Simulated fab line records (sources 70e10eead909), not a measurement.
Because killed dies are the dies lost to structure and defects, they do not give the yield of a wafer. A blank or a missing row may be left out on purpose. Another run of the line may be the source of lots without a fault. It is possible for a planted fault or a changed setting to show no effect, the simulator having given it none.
fab line records :: flow nand-harc
record:
  lots: 14
  wafers: 42
  last-day: 34
route steps=1302 shown A_DECK1_JOINT@527 A_ONON_D2@556 END@1302
lots with no fault: from the same line, run without faults
start-h: hours from the record's opening day to when the first of the lot's shown wafers began :: wait-h: hours from the lot's prior step to this one :: " repeats the value in the row above :: L1.1+2: a single row standing in for several wafers :: - no value, or no start given :: * or withheld: withheld :: < > ~ a bound
route shown NAME@n: NAME is a module with steps in the file, n the number in the route of the first one :: usual: mean and standard deviation over wafers with no fault :: same: alike in all rows :: chamber/n: place in a boat :: sites: readings site by site :: _std_site: the values' standard deviation :: _edge_site: outer sites' mean less inner sites' :: radius-mm: for every site, how far away it sits from the centre of the wafer :: mask NAME#n: copy n :: behind: tool/chamber where the wafer was last shaped :: hold: why the lot was held/for how many hours/how that ended :: device: the transistor (n, p or np) that didn't switch :: end of line: the same wafers' tests at the end of the route :: step lacking rows: just its recipe :: killed: dies that structure and defects cost at the first sort, which is not the same as the wafer's yield :: map: the dies of a wafer, with x for killed, . for not killed, _ for no die there
set.NAME: the setting that was run; set.NAME@STEP: the one run at that earlier step :: model.NAME: the simulator's own value behind a step, which no gauge read
route steps across a sampled set of lots; one table per step, one row per wafer
services: from which hour (start-h, from the record's first day; less than 0 if before it) a tool's chamber was out of use, for how many hours, and why
== steps ==
step: NHARC_A_DECK1_JOINT_CMP_13
recipe:
  target-thk-nm: 51.023
usual:
  motor-current-A: 11.9/1
  time-to-endpoint-s: 8.7/1.7
lot.wafer: L932.2
tool: cmp-01
chamber: 1
start-h: 262.39
wait-h: 0.4
motor-current-A: 11.3
time-to-endpoint-s: 11.4

lot.wafer: L932.6
tool: cmp-01
chamber: 0
start-h: 262.39
wait-h: 0.4
motor-current-A: 13.3
time-to-endpoint-s: 9.1

lot.wafer: L932.5
tool: cmp-01
chamber: 1
start-h: 262.39
wait-h: 0.4
motor-current-A: 12.4
time-to-endpoint-s: 10.6

lot.wafer: L934.2
tool: cmp-01
chamber: 3
start-h: 275.24
wait-h: 0.4
motor-current-A: 13.1
time-to-endpoint-s: 9.1

lot.wafer: L934.5
tool: cmp-01
chamber: 1
start-h: 275.24
wait-h: 0.4
motor-current-A: 11.2
time-to-endpoint-s: 9.9

lot.wafer: L934.6
tool: cmp-01
chamber: 2
start-h: 275.24
wait-h: 0.4
motor-current-A: 10.8
time-to-endpoint-s: 8.6

lot.wafer: L936.3
tool: cmp-04
chamber: 0
start-h: 299.03
wait-h: 0.4
motor-current-A: 11.0
time-to-endpoint-s: 11.4

lot.wafer: L936.1
tool: cmp-04
chamber: 3
start-h: 299.03
wait-h: 0.4
motor-current-A: 11.5
time-to-endpoint-s: 5.2

lot.wafer: L936.5
tool: cmp-04
chamber: 1
start-h: 299.03
wait-h: 0.4
motor-current-A: 12.7
time-to-endpoint-s: 6.9

lot.wafer: L937.3
tool: cmp-01
chamber: 3
start-h: 312.39
wait-h: 0.4
motor-current-A: 13.3
time-to-endpoint-s: 7.6

lot.wafer: L937.1
tool: cmp-01
chamber: 0
start-h: 312.39
wait-h: 0.4
motor-current-A: 13.1
time-to-endpoint-s: 6.2

lot.wafer: L937.2
tool: cmp-01
chamber: 2
start-h: 312.39
wait-h: 0.4
motor-current-A: 11.5
time-to-endpoint-s: 7.9

lot.wafer: L938.3
tool: cmp-01
chamber: 2
start-h: 319.83
wait-h: 0.4
motor-current-A: 10.7
time-to-endpoint-s: 6.9

lot.wafer: L938.1
tool: cmp-01
chamber: 3
start-h: 319.83
wait-h: 0.4
motor-current-A: 13.1
time-to-endpoint-s: 12.1

lot.wafer: L938.6
tool: cmp-01
chamber: 2
start-h: 319.83
wait-h: 0.4
motor-current-A: 10.4
time-to-endpoint-s: 6.8

lot.wafer: L944.3
tool: cmp-04
chamber: 3
start-h: 385.36
wait-h: 0.4
motor-current-A: 12.3
time-to-endpoint-s: 9.5

lot.wafer: L944.1
tool: cmp-04
chamber: 0
start-h: 385.36
wait-h: 0.4
motor-current-A: 11.4
time-to-endpoint-s: 10.7

lot.wafer: L944.2
tool: cmp-04
chamber: 1
start-h: 385.36
wait-h: 0.4
motor-current-A: 12.5
time-to-endpoint-s: 11.5

lot.wafer: L946.2
tool: cmp-02
chamber: 3
start-h: 391.81
wait-h: 0.4
motor-current-A: 10.7
time-to-endpoint-s: 8.5

lot.wafer: L946.1
tool: cmp-02
chamber: 0
start-h: 391.81
wait-h: 0.4
motor-current-A: 12.9
time-to-endpoint-s: 8.6

lot.wafer: L946.5
tool: cmp-02
chamber: 3
start-h: 391.81
wait-h: 0.4
motor-current-A: 10.6
time-to-endpoint-s: 6.2

lot.wafer: L945.1
tool: cmp-01
chamber: 3
start-h: 401.23
wait-h: 0.4
motor-current-A: 13.1
time-to-endpoint-s: 12.0

lot.wafer: L945.3
tool: cmp-01
chamber: 1
start-h: 401.23
wait-h: 0.4
motor-current-A: 11.2
time-to-endpoint-s: 12.6

lot.wafer: L945.2
tool: cmp-01
chamber: 2
start-h: 401.23
wait-h: 0.4
motor-current-A: 11.2
time-to-endpoint-s: 11.0

lot.wafer: L947.2
tool: cmp-02
chamber: 1
start-h: 414.83
wait-h: 0.4
motor-current-A: 11.5
time-to-endpoint-s: 8.4

lot.wafer: L947.6
tool: cmp-02
chamber: 2
start-h: 414.83
wait-h: 0.4
motor-current-A: 11.1
time-to-endpoint-s: 8.4

lot.wafer: L947.5
tool: cmp-02
chamber: 3
start-h: 414.83
wait-h: 0.4
motor-current-A: 11.3
time-to-endpoint-s: 8.0

lot.wafer: L950.3
tool: cmp-04
chamber: 0
start-h: 432.61
wait-h: 0.4
motor-current-A: 11.1
time-to-endpoint-s: 12.4

lot.wafer: L950.2
tool: cmp-04
chamber: 2
start-h: 432.61
wait-h: 0.4
motor-current-A: 11.9
time-to-endpoint-s: 10.0

lot.wafer: L950.5
tool: cmp-04
chamber: 3
start-h: 432.61
wait-h: 0.4
motor-current-A: 11.6
time-to-endpoint-s: 9.3

lot.wafer: L949.4
tool: cmp-02
chamber: 2
start-h: 432.61
wait-h: 0.4
motor-current-A: 11.1
time-to-endpoint-s: 8.4

lot.wafer: L949.1
tool: cmp-02
chamber: 0
start-h: 432.61
wait-h: 0.4
motor-current-A: 13.5
time-to-endpoint-s: 8.0

lot.wafer: L949.6
tool: cmp-02
chamber: 1
start-h: 432.61
wait-h: 0.4
motor-current-A: 11.7
time-to-endpoint-s: 10.2

lot.wafer: L952.4
tool: cmp-01
chamber: 3
start-h: 451.17
wait-h: 0.4
motor-current-A: 13.0
time-to-endpoint-s: 8.4

lot.wafer: L952.1
tool: cmp-01
chamber: 2
start-h: 451.17
wait-h: 0.4
motor-current-A: 11.3
time-to-endpoint-s: 8.1

lot.wafer: L952.5
tool: cmp-01
chamber: 0
start-h: 451.17
wait-h: 0.4
motor-current-A: 13.2
time-to-endpoint-s: 9.2

lot.wafer: L954.4
tool: cmp-01
chamber: 1
start-h: 470.37
wait-h: 0.4
motor-current-A: 11.5
time-to-endpoint-s: 9.6

lot.wafer: L954.3
tool: cmp-01
chamber: 2
start-h: 470.37
wait-h: 0.4
motor-current-A: 11.2
time-to-endpoint-s: 7.1

lot.wafer: L954.6
tool: cmp-01
chamber: 1
start-h: 470.37
wait-h: 0.4
motor-current-A: 12.0
time-to-endpoint-s: 9.0

lot.wafer: L953.3
tool: cmp-02
chamber: 2
start-h: 505.83
wait-h: 0.4
motor-current-A: 10.5
time-to-endpoint-s: 6.2

lot.wafer: L953.2
tool: cmp-02
chamber: 1
start-h: 505.83
wait-h: 0.4
motor-current-A: 11.5
time-to-endpoint-s: 6.1

lot.wafer: L953.6
tool: cmp-02
chamber: 2
start-h: 505.83
wait-h: 0.4
motor-current-A: 10.2
time-to-endpoint-s: 7.0
step: NHARC_A_ONON_D2_DEP_16
recipe:
  target-thk-a: 10000
  n2-flow-sccm: 2750
  n2o-flow-sccm: 2000
  nh3-flow-sccm: 500
  sih4-flow-sccm: 210
  temp-c: 400
lot.wafer: L932.2+5+6
tool: pecvd-onon-02
chamber: 0
start-h: 301.41
wait-h: 0.4

lot.wafer: L934.2+5+6
tool: pecvd-onon-02
chamber: 0
start-h: 311.87
wait-h: 0.4

lot.wafer: L936.1+3+5
tool: pecvd-onon-04
chamber: 0
start-h: 331.81
wait-h: 0.4

lot.wafer: L937.1+2+3
tool: pecvd-onon-04
chamber: 0
start-h: 344.96
wait-h: 0.4

lot.wafer: L938.1+3+6
tool: pecvd-onon-02
chamber: 0
start-h: 351.40
wait-h: 0.4

lot.wafer: L944.1+2+3
tool: pecvd-onon-04
chamber: 0
start-h: 425.38
wait-h: 0.4

lot.wafer: L946.1+2+5
tool: pecvd-onon-02
chamber: 0
start-h: 425.38
wait-h: 0.4

lot.wafer: L945.1+2+3
tool: pecvd-onon-02
chamber: 0
start-h: 438.86
wait-h: 0.4

lot.wafer: L947.2+5+6
tool: pecvd-onon-01
chamber: 0
start-h: 447.46
wait-h: 0.4

lot.wafer: L949.1+4+6
tool: pecvd-onon-01
chamber: 0
start-h: 467.65
wait-h: 0.4

lot.wafer: L950.2+3+5
tool: pecvd-onon-04
chamber: 0
start-h: 467.71
wait-h: 0.4

lot.wafer: L952.1+4+5
tool: pecvd-onon-04
chamber: 0
start-h: 486.53
wait-h: 0.4

lot.wafer: L954.3+4+6
tool: pecvd-onon-04
chamber: 0
start-h: 513.93
wait-h: 0.5

lot.wafer: L953.2+3+6
tool: pecvd-onon-04
chamber: 0
start-h: 541.91
wait-h: 0.4
step: NHARC_A_ONON_D2_THK_MEAS_18
recipe:
  thk-meas-gauge: ellipsometry
usual:
  thk-nm: 1000/11
lot.wafer: L932.2
tool: film-metro-01
chamber: -
start-h: 301.86
wait-h: -
thk-nm: 994

lot.wafer: L932.5
tool: film-metro-01
chamber: -
start-h: 301.86
wait-h: -
thk-nm: 994

lot.wafer: L932.6
tool: film-metro-01
chamber: -
start-h: 301.86
wait-h: -
thk-nm: 994

lot.wafer: L934.2
tool: film-metro-02
chamber: -
start-h: 312.32
wait-h: -
thk-nm: 1000

lot.wafer: L934.5
tool: film-metro-02
chamber: -
start-h: 312.32
wait-h: -
thk-nm: 1000

lot.wafer: L934.6
tool: film-metro-02
chamber: -
start-h: 312.32
wait-h: -
thk-nm: 999

lot.wafer: L936.1
tool: film-metro-01
chamber: -
start-h: 332.32
wait-h: -
thk-nm: 980

lot.wafer: L936.3
tool: film-metro-01
chamber: -
start-h: 332.32
wait-h: -
thk-nm: 982

lot.wafer: L936.5
tool: film-metro-01
chamber: -
start-h: 332.32
wait-h: -
thk-nm: 981

lot.wafer: L937.1
tool: film-metro-02
chamber: -
start-h: 345.47
wait-h: -
thk-nm: 1020

lot.wafer: L937.2
tool: film-metro-02
chamber: -
start-h: 345.47
wait-h: -
thk-nm: 1021

lot.wafer: L937.3
tool: film-metro-02
chamber: -
start-h: 345.47
wait-h: -
thk-nm: 1019

lot.wafer: L938.1
tool: film-metro-02
chamber: -
start-h: 351.91
wait-h: -
thk-nm: 995

lot.wafer: L938.3
tool: film-metro-02
chamber: -
start-h: 351.91
wait-h: -
thk-nm: 997

lot.wafer: L938.6
tool: film-metro-02
chamber: -
start-h: 351.91
wait-h: -
thk-nm: 996

lot.wafer: L944.1
tool: film-metro-02
chamber: -
start-h: 425.89
wait-h: -
thk-nm: 1023

lot.wafer: L944.2
tool: film-metro-02
chamber: -
start-h: 425.89
wait-h: -
thk-nm: 1025

lot.wafer: L944.3
tool: film-metro-02
chamber: -
start-h: 425.89
wait-h: -
thk-nm: 1025

lot.wafer: L946.1
tool: film-metro-01
chamber: -
start-h: 425.89
wait-h: -
thk-nm: 465

lot.wafer: L946.2
tool: film-metro-01
chamber: -
start-h: 425.89
wait-h: -
thk-nm: 1012

lot.wafer: L946.5
tool: film-metro-01
chamber: -
start-h: 425.89
wait-h: -
thk-nm: 1011

lot.wafer: L945.1
tool: film-metro-02
chamber: -
start-h: 439.37
wait-h: -
thk-nm: 469

lot.wafer: L945.2
tool: film-metro-02
chamber: -
start-h: 439.37
wait-h: -
thk-nm: 1015

lot.wafer: L945.3
tool: film-metro-02
chamber: -
start-h: 439.37
wait-h: -
thk-nm: 1016

lot.wafer: L947.2
tool: film-metro-02
chamber: -
start-h: 447.91
wait-h: -
thk-nm: 1007

lot.wafer: L947.5
tool: film-metro-02
chamber: -
start-h: 447.91
wait-h: -
thk-nm: 1005

lot.wafer: L947.6
tool: film-metro-02
chamber: -
start-h: 447.91
wait-h: -
thk-nm: 1005

lot.wafer: L950.2
tool: film-metro-02
chamber: -
start-h: 468.15
wait-h: -
thk-nm: 1003

lot.wafer: L950.3
tool: film-metro-02
chamber: -
start-h: 468.15
wait-h: -
thk-nm: 1005

lot.wafer: L950.5
tool: film-metro-02
chamber: -
start-h: 468.15
wait-h: -
thk-nm: 1005

lot.wafer: L949.1
tool: film-metro-01
chamber: -
start-h: 468.16
wait-h: -
thk-nm: 988

lot.wafer: L949.4
tool: film-metro-01
chamber: -
start-h: 468.16
wait-h: -
thk-nm: 988

lot.wafer: L949.6
tool: film-metro-01
chamber: -
start-h: 468.16
wait-h: -
thk-nm: 989

lot.wafer: L952.1
tool: film-metro-01
chamber: -
start-h: 487.03
wait-h: -
thk-nm: 987

lot.wafer: L952.4
tool: film-metro-01
chamber: -
start-h: 487.03
wait-h: -
thk-nm: 987

lot.wafer: L952.5
tool: film-metro-01
chamber: -
start-h: 487.03
wait-h: -
thk-nm: 985

lot.wafer: L954.3
tool: film-metro-01
chamber: -
start-h: 514.33
wait-h: -
thk-nm: 1002

lot.wafer: L954.4
tool: film-metro-01
chamber: -
start-h: 514.33
wait-h: -
thk-nm: 1000

lot.wafer: L954.6
tool: film-metro-01
chamber: -
start-h: 514.33
wait-h: -
thk-nm: 1001

lot.wafer: L953.2
tool: film-metro-01
chamber: -
start-h: 542.36
wait-h: -
thk-nm: 989

lot.wafer: L953.3
tool: film-metro-01
chamber: -
start-h: 542.36
wait-h: -
thk-nm: 988

lot.wafer: L953.6
tool: film-metro-01
chamber: -
start-h: 542.36
wait-h: -
thk-nm: 991
step: NHARC_A_ONON_D2_INSPECT_32
usual:
  raw-defect-count: 404/190
lot.wafer: L932.2
tool: defect-inspect-01
chamber: -
start-h: 304.65
wait-h: 0.0
raw-defect-count: 296

lot.wafer: L932.5
tool: defect-inspect-01
chamber: -
start-h: 304.65
wait-h: 0.0
raw-defect-count: 827

lot.wafer: L932.6
tool: defect-inspect-01
chamber: -
start-h: 304.65
wait-h: 0.0
raw-defect-count: 275

lot.wafer: L934.2
tool: defect-inspect-02
chamber: -
start-h: 315.12
wait-h: 0.0
raw-defect-count: 476

lot.wafer: L934.5
tool: defect-inspect-02
chamber: -
start-h: 315.12
wait-h: 0.0
raw-defect-count: 482

lot.wafer: L934.6
tool: defect-inspect-02
chamber: -
start-h: 315.12
wait-h: 0.0
raw-defect-count: 316

lot.wafer: L936.1
tool: defect-inspect-02
chamber: -
start-h: 335.13
wait-h: 0.0
raw-defect-count: 289

lot.wafer: L936.3
tool: defect-inspect-02
chamber: -
start-h: 335.13
wait-h: 0.0
raw-defect-count: 334

lot.wafer: L936.5
tool: defect-inspect-02
chamber: -
start-h: 335.13
wait-h: 0.0
raw-defect-count: 278

lot.wafer: L937.1
tool: defect-inspect-01
chamber: -
start-h: 348.30
wait-h: 0.0
raw-defect-count: 317

lot.wafer: L937.2
tool: defect-inspect-01
chamber: -
start-h: 348.30
wait-h: 0.0
raw-defect-count: 165

lot.wafer: L937.3
tool: defect-inspect-01
chamber: -
start-h: 348.30
wait-h: 0.0
raw-defect-count: 165

lot.wafer: L938.1
tool: defect-inspect-01
chamber: -
start-h: 354.86
wait-h: 0.0
raw-defect-count: 307

lot.wafer: L938.3
tool: defect-inspect-01
chamber: -
start-h: 354.86
wait-h: 0.0
raw-defect-count: 395

lot.wafer: L938.6
tool: defect-inspect-01
chamber: -
start-h: 354.86
wait-h: 0.0
raw-defect-count: 462

lot.wafer: L944.1
tool: defect-inspect-02
chamber: -
start-h: 428.67
wait-h: 0.0
raw-defect-count: 303

lot.wafer: L944.2
tool: defect-inspect-02
chamber: -
start-h: 428.67
wait-h: 0.0
raw-defect-count: 336

lot.wafer: L944.3
tool: defect-inspect-02
chamber: -
start-h: 428.67
wait-h: 0.0
raw-defect-count: 285

lot.wafer: L946.1
tool: defect-inspect-01
chamber: -
start-h: 428.69
wait-h: 0.0
raw-defect-count: 361

lot.wafer: L946.2
tool: defect-inspect-01
chamber: -
start-h: 428.69
wait-h: 0.0
raw-defect-count: 436

lot.wafer: L946.5
tool: defect-inspect-01
chamber: -
start-h: 428.69
wait-h: 0.0
raw-defect-count: 284

lot.wafer: L945.1
tool: defect-inspect-01
chamber: -
start-h: 442.17
wait-h: 0.0
raw-defect-count: 300

lot.wafer: L945.2
tool: defect-inspect-01
chamber: -
start-h: 442.17
wait-h: 0.0
raw-defect-count: 322

lot.wafer: L945.3
tool: defect-inspect-01
chamber: -
start-h: 442.17
wait-h: 0.0
raw-defect-count: 339

lot.wafer: L947.2
tool: defect-inspect-02
chamber: -
start-h: 450.71
wait-h: 0.0
raw-defect-count: 415

lot.wafer: L947.5
tool: defect-inspect-02
chamber: -
start-h: 450.71
wait-h: 0.0
raw-defect-count: 284

lot.wafer: L947.6
tool: defect-inspect-02
chamber: -
start-h: 450.71
wait-h: 0.0
raw-defect-count: 428

lot.wafer: L950.2
tool: defect-inspect-01
chamber: -
start-h: 470.96
wait-h: 0.0
raw-defect-count: 449

lot.wafer: L950.3
tool: defect-inspect-01
chamber: -
start-h: 470.96
wait-h: 0.0
raw-defect-count: 315

lot.wafer: L950.5
tool: defect-inspect-01
chamber: -
start-h: 470.96
wait-h: 0.0
raw-defect-count: 381

lot.wafer: L949.1
tool: defect-inspect-02
chamber: -
start-h: 470.97
wait-h: 0.0
raw-defect-count: 438

lot.wafer: L949.4
tool: defect-inspect-02
chamber: -
start-h: 470.97
wait-h: 0.0
raw-defect-count: 521

lot.wafer: L949.6
tool: defect-inspect-02
chamber: -
start-h: 470.97
wait-h: 0.0
raw-defect-count: 276

lot.wafer: L952.1
tool: defect-inspect-01
chamber: -
start-h: 489.83
wait-h: 0.0
raw-defect-count: 237

lot.wafer: L952.4
tool: defect-inspect-01
chamber: -
start-h: 489.83
wait-h: 0.0
raw-defect-count: 296

lot.wafer: L952.5
tool: defect-inspect-01
chamber: -
start-h: 489.83
wait-h: 0.0
raw-defect-count: 309

lot.wafer: L954.3
tool: defect-inspect-01
chamber: -
start-h: 517.30
wait-h: 0.0
raw-defect-count: 479

lot.wafer: L954.4
tool: defect-inspect-01
chamber: -
start-h: 517.30
wait-h: 0.0
raw-defect-count: 1227

lot.wafer: L954.6
tool: defect-inspect-01
chamber: -
start-h: 517.30
wait-h: 0.0
raw-defect-count: 731

lot.wafer: L953.2
tool: defect-inspect-02
chamber: -
start-h: 545.33
wait-h: 0.0
raw-defect-count: 209

lot.wafer: L953.3
tool: defect-inspect-02
chamber: -
start-h: 545.33
wait-h: 0.0
raw-defect-count: 297

lot.wafer: L953.6
tool: defect-inspect-02
chamber: -
start-h: 545.33
wait-h: 0.0
raw-defect-count: 254
step: NHARC_END_SORT_01
recipe:
  temp-c: 25
usual:
  killed-at-array: 58/15
  killed-at-other: 0.8/1.2
  killed-at-periphery: 3.5/2.5
  killed-dies: 62/15
  killed-open: 3.2/1.7
  killed-short: 2.4/1.5
same:
  gross-dies: 677
lot.wafer: L946.1
tool: prober-01
chamber: 0
start-h: 707.98
wait-h: 2.5
killed-at-array: 673
killed-at-other: 1
killed-at-periphery: 3
killed-dies: 677
killed-open: 8
killed-short: 1

lot.wafer: L946.2
tool: prober-01
chamber: 0
start-h: 708.78
wait-h: 2.8
killed-at-array: 62
killed-at-other: 0
killed-at-periphery: 2
killed-dies: 64
killed-open: 4
killed-short: 3

lot.wafer: L946.5
tool: prober-01
chamber: 0
start-h: 711.15
wait-h: 3.7
killed-at-array: 57
killed-at-other: 2
killed-at-periphery: 3
killed-dies: 62
killed-open: 7
killed-short: 1

lot.wafer: L945.1
tool: prober-01
chamber: 0
start-h: 723.47
wait-h: 2.5
killed-at-array: 671
killed-at-other: 4
killed-at-periphery: 2
killed-dies: 677
killed-open: 6
killed-short: 2

lot.wafer: L945.2
tool: prober-01
chamber: 0
start-h: 724.27
wait-h: 2.8
killed-at-array: 31
killed-at-other: 1
killed-at-periphery: 2
killed-dies: 34
killed-open: 2
killed-short: 2

lot.wafer: L945.3
tool: prober-01
chamber: 0
start-h: 725.08
wait-h: 3.1
killed-at-array: 38
killed-at-other: 2
killed-at-periphery: 3
killed-dies: 43
killed-open: 3
killed-short: 3
killed by level:class
L946.1 A_ONON_D2:area-dep=621 A_SLIT:chamber-film-flake=33 A_CONTACT:chamber-film-flake=4 A_SGD_CUT:chamber-film-flake=3 A_CHANNEL_FILL_D1:geometric-particle:open=2 A_DECK1_JOINT:chamber-film-flake=2 A_CHANNEL_FILL_D2:chamber-film-flake=2 A_STAIRCASE:chamber-film-flake=2
L946.2 A_SLIT:chamber-film-flake=34 A_CHANNEL_HOLE_D1:chamber-film-flake=8 A_SGD_CUT:chamber-film-flake=5 A_CHANNEL_FILL_D2:chamber-film-flake=3 A_CONTACT:chamber-film-flake=3 A_ONON_D2:geometric-particle:short=2 A_STAIRCASE:chamber-film-flake=2 P_CONTACT:geometric-particle:open=1
L946.5 A_SLIT:chamber-film-flake=33 A_STAIRCASE:chamber-film-flake=4 A_SGD_CUT:chamber-film-flake=4 A_CONTACT:chamber-film-flake=4 A_CHANNEL_HOLE_D1:chamber-film-flake=3 A_CHANNEL_HOLE_D2:geometric-particle:open=2 HYBRID_BOND:latent=2 P_GATE:geometric-particle:open=1
L945.1 A_ONON_D2:area-dep=637 A_STAIRCASE:chamber-film-flake=11 A_CHANNEL_HOLE_D1:chamber-film-flake=6 A_SLIT:chamber-film-flake=4 A_BONDPAD:chamber-film-flake=4 A_ONON_D2:geometric-particle:open=3 THIN_TSV:chamber-film-flake=3 P_M0:geometric-particle:open=1
L945.2 A_CHANNEL_HOLE_D1:chamber-film-flake=10 A_STAIRCASE:chamber-film-flake=6 A_SLIT:chamber-film-flake=4 A_BONDPAD:chamber-film-flake=4 A_DECK1_JOINT:geometric-particle:open=1 A_CHANNEL_FILL_D2:geometric-particle:short=1 A_M0:geometric-particle:open=1 A_WL_FILL:geometric-particle:short=1
L945.3 A_STAIRCASE:chamber-film-flake=11 A_CHANNEL_HOLE_D1:chamber-film-flake=8 A_BONDPAD:chamber-film-flake=6 A_CONTACT:chamber-film-flake=4 A_CHANNEL_FILL_D2:geometric-particle:short=2 P_GATE:chamber-film-flake=2 A_CHANNEL_HOLE_D2:chamber-film-flake=2 A_M0:chamber-film-flake=2
== services ==
tool: cmp-02
chamber: -
start-h: 245.89
hours: 4.0
kind: pm

tool: cmp-02
chamber: -
start-h: 275.55
hours: 2.2
kind: repair

tool: cmp-01
chamber: -
start-h: 285.55
hours: 4.0
kind: pm

tool: cmp-04
chamber: -
start-h: 302.78
hours: 13.3
kind: repair

tool: cmp-02
chamber: -
start-h: 310.13
hours: 2.6
kind: repair

tool: pecvd-onon-04
chamber: -
start-h: 311.33
hours: 13.0
kind: pm

tool: cmp-04
chamber: -
start-h: 316.11
hours: 4.0
kind: pm

tool: cmp-02
chamber: -
start-h: 343.89
hours: 4.0
kind: pm

tool: cmp-01
chamber: -
start-h: 351.36
hours: 0.7
kind: repair

tool: cmp-04
chamber: -
start-h: 363.76
hours: 0.6
kind: repair

tool: pecvd-onon-02
chamber: -
start-h: 366.00
hours: 13.0
kind: pm

tool: cmp-01
chamber: -
start-h: 375.17
hours: 5.0
kind: repair

tool: cmp-01
chamber: -
start-h: 383.55
hours: 4.0
kind: pm

tool: cmp-02
chamber: -
start-h: 398.22
hours: 1.2
kind: repair

tool: cmp-04
chamber: -
start-h: 414.11
hours: 4.0
kind: pm

tool: cmp-04
chamber: -
start-h: 420.61
hours: 3.7
kind: repair

tool: cmp-02
chamber: -
start-h: 441.89
hours: 4.0
kind: pm

tool: cmp-02
chamber: -
start-h: 458.00
hours: 5.0
kind: repair

tool: cmp-01
chamber: -
start-h: 481.55
hours: 4.0
kind: pm

tool: cmp-04
chamber: -
start-h: 482.93
hours: 1.0
kind: repair

tool: pecvd-onon-04
chamber: -
start-h: 492.33
hours: 13.0
kind: pm

tool: cmp-01
chamber: -
start-h: 494.14
hours: 0.3
kind: repair

tool: cmp-01
chamber: -
start-h: 498.62
hours: 1.1
kind: repair

tool: cmp-02
chamber: -
start-h: 539.89
hours: 4.0
kind: pm
== key ==
first-sign:
  step: NHARC_A_ONON_D2_THK_MEAS_18
  reading: thk-nm
  direction: down
  sigmas: 47
  usual: 1000
  struck: 467
effect:
  step: NHARC_END_SORT_01
  reading: killed-dies
  direction: up
  sigmas: 42
  usual: 62
  struck: 677
more-kills-born-at:
  NHARC_A_ONON_D2_DEP_16@pecvd-onon-02: 1258
met-at NHARC_A_ONON_D2_DEP_16
struck-lots L945,L946
struck-wafers L945.1,L946.1
later-rows-left-out L945.1,L946.1
tester-left-out L945,L946
not-acting-at NHARC_A_DECK1_JOINT_CMP_13,NHARC_A_ONON_D2_INSPECT_32
onset-between 351.40 425.38
fault:
  kind: process-parameter-drift
  tool: pecvd-onon-02
  chamber: -
  onset-h: 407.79
  steps: NHARC_A_ONON_D2_DEP_16
  channel: target-thk-a
  offset: *
  shape: step
  end-h: 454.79
  scope: struck-wafers-only
  acts-in: *
  stated: *
tester-left-out: of these lots the tester's yield and bins aren't shown, on N5 and GAA mostly nor the transistor test; their killed dies are dies lost to structure and defects alone, not to doping, threshold or leakage, so they don't give the yield
later-rows-left-out: the simulator's readings of these wafers behind a module that went badly wrong aren't trusted and aren't shown, but for the sort
